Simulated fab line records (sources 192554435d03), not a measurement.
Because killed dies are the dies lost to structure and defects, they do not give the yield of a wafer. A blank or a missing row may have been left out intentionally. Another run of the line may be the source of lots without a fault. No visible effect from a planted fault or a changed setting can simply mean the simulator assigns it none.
Chamber matching    flow n5Finfet    3 sister chambers for N5_ZERO_LAYER_PECVD_02 on pecvd-03
The step deposits SiO2 from SiH4/N2O, target thk 10 nm, time 6 s. 3 wafers are shown with their chamber, then 12 later ones without.

WAFERS, EACH WITH ITS CHAMBER
wafer   chamber  showerheadPlenumPTorr (Torr)
L084.2  0        8.00
L087.2  2        8.37
L087.6  1        8.19

WAFERS MISSING THEIR CHAMBER
wafer   showerheadPlenumPTorr (Torr)
L088.1  8.20
L088.3  7.99
L088.4  8.22
L091.2  8.36
L091.5  8.19
L091.6  7.99
L093.3  8.21
L093.4  8.36
L093.6  7.98
L095.1  8.21
L095.2  8.36
L095.4  8.18

CHAMBER TAKEN BY EACH
wafer   from the rows above  in truth
L088.1  1                    1
L088.3  0                    0
L088.4  1                    1
L091.2  2                    2
L091.5  1                    1
L091.6  0                    0
L093.3  1                    1
L093.4  2                    2
L093.6  0                    0
L095.1  1                    1
L095.2  2                    2
L095.4  1                    1
Correct placement for 12 of the 12. Left unplaced by these rows: 0. Number placed wrongly: 0.
How it was worked out, from the rows above alone: a wafer's distance from a chamber is the root of the sum, over the readings, of the square of ((its reading less the chamber's mean) divided by the reading's scatter). If the next closest chamber is less than 2 further off than the closest, the wafer can't be placed; otherwise it belongs to the closest. Each chamber's mean is taken over the wafers shown for it. The scatter (one wafer shown for each chamber): square how far every hidden wafer sits from the nearest shown wafer, average those squares and take the square root.
